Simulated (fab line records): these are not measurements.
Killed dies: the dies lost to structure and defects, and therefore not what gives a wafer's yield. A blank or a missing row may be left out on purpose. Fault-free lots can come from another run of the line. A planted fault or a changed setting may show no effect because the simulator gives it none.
A lot that was struck, set against a sound lot | flow n5Finfet | 20 steps out of a route of 1938
Sound: the wafers L423.2, L423.5, L423.6. Struck: wafer L420.6. (L420.4 of the same lot was not struck and is left out.) The cause comes at the end.
At each step with rows: each side's tool, then ch and its chambers, then its first start. Under that, the readings that differ: sound wafers | struck wafers | difference of the means | sigmas: that difference in standard deviations of wafers without a fault.
alike: readings with means less than 2 such deviations apart, plus words and numbers identical on both sides. not compared: withheld readings, readings lacking a value on some wafer, bounds such as >300 that could conceal the same value, and numbers that have no deviation in the record and whose values overlap.
A row with sigmas, a row that says differs or no value, or rows on one side alone: a step with any of these is where the two part. Numbers that have no deviation but don't overlap get no sigmas and don't part them. Lack of a reading on every wafer of one side parts them only where that side has two or more wafers.

first, 9 steps without rows for these wafers: N5_FIN_SAQP_EXPOSE_13 (exposes mask FIN CORE, target cd 35.6 nm); N5_FIN_SAQP_PEB_14 (peb time 60 s); N5_FIN_SAQP_DEVELOP_15 (develop time 30 s); N5_FIN_SAQP_DESCUM_21 (chemistry O2, time 7.9 s); N5_FIN_SAQP_ETCH_51 (etches SiARC in CF4, target depth 45.5 nm, time 75.8 s); N5_FIN_SAQP_ETCH_52 (etches SOC in N2/H2, target depth 100 nm, overetch 20 nm, time 150 s); N5_FIN_SAQP_STRIP_53 (strips in N2/H2); N5_FIN_SAQP_HM_OPEN_73 (chemistry CHF3/O2, target SiO2, stops on a-Si, target depth 12 nm, time 16.8 s); N5_FIN_SAQP_STRIP_74 (strips in CHF3/O2).
N5_FIN_SAQP_MANDREL_ETCH_22: etches a-Si in HBr/Cl2, stops on SiNx, target depth 60 nm, bt time 10 s, time 30 s.
  sound on rieSi-05 ch 1,2, day 6 05:37; struck on rieSi-02 ch 0, day 5 11:28
reading                                    | sound             | struck | difference | sigmas
model.SOC_of_FIN_SAQP_COAT_49.thkNm (nm)   | 75.86 75.81 76.15 | 63.78  | -12.16     | 
model.SiNx_of_FIN_SAQP_PECVD_48.thkNm (nm) | 25.03 25.58 25.59 | 19.37  | -6.03      | 
  alike: drypumpMotorCurrentA, oesProductAu, throttleValvePct
  not compared: rfHoursCounterH
then, 7 steps without rows for these wafers: N5_FIN_SAQP_STRIP_55 (strips in N2/H2); N5_FIN_SAQP_STRIP_23 (strips in SPM, time 750 s); N5_FIN_SAQP_SRD_66 (time 30 s); N5_FIN_SAQP_RECESS_75 (chemistry HF/NH3, target SiO2, target depth 14.4 nm, afs cycles 3, sublimation time 60 s); N5_FIN_SAQP_SPACER1_ALD_24 (deposits SiO2, target thk 20.3 nm, pulse time 1 s, purge time 2 s); N5_FIN_SAQP_SPACER1_ETCHBACK_25 (etches SiO2 in CHF3/O2, target depth 24.4 nm, time 12.2 s); N5_FIN_SAQP_MANDREL1_REMOVE_56 (chemistry HBr/Cl2/O2, target a-Si, stops on SiNx, bt time 10 s).
N5_FIN_SAQP_ETCH_57: etches SiNx in CH3F/O2, target depth 32.5 nm, time 46.4 s.
  sound on rieDiel-01 ch 1,2,3, day 6 07:50; struck on rieDiel-01 ch 1, day 5 13:25
reading                 | sound             | struck | difference | sigmas
etchRfOnTimeS (s)       | 46.3 46.8 47.4    | 35.7   | -11.1      | -11
model.etch.depthNm (nm) | 25.03 25.58 25.59 | 19.37  | -6.03      | 
  alike: drypumpMotorCurrentA, oes_o_777_au, oesProductAu, rfVppV, showerheadPlenumPTorr, throttleValvePct
  not compared: rfHoursCounterH
then, 1 step without rows for these wafers: N5_FIN_SAQP_ETCH_65 (etches SiO2 in CF4, target depth 4 nm, time 4.4 s).
-- here the record skips 6 days between the struck wafers' starts before and after, leaving off in module FIN_SAQP and picking up in module BEOL_M4 (first step shown: number 1111 of the route) --
N5_BEOL_M4_RC_MEAS_101:
  sound on prober-02 ch 0, day 12 10:18; struck on prober-01 ch 0, day 11 05:26
reading       | sound       | struck | difference | sigmas
ION_N (uA/um) | 694 700 673 | 662    | -27        | -2
ION_P (uA/um) | 475 476 463 | 451    | -20        | -2
  alike: DIBL_N, DIBL_P, IOFF_N, IOFF_P, SS_N, SS_P, VT_N, VT_P

== WHERE THEY PART ==
At N5_FIN_SAQP_ETCH_57 first; at N5_BEOL_M4_RC_MEAS_101 last (within this record only).

WHY: whatever the simulator had introduced
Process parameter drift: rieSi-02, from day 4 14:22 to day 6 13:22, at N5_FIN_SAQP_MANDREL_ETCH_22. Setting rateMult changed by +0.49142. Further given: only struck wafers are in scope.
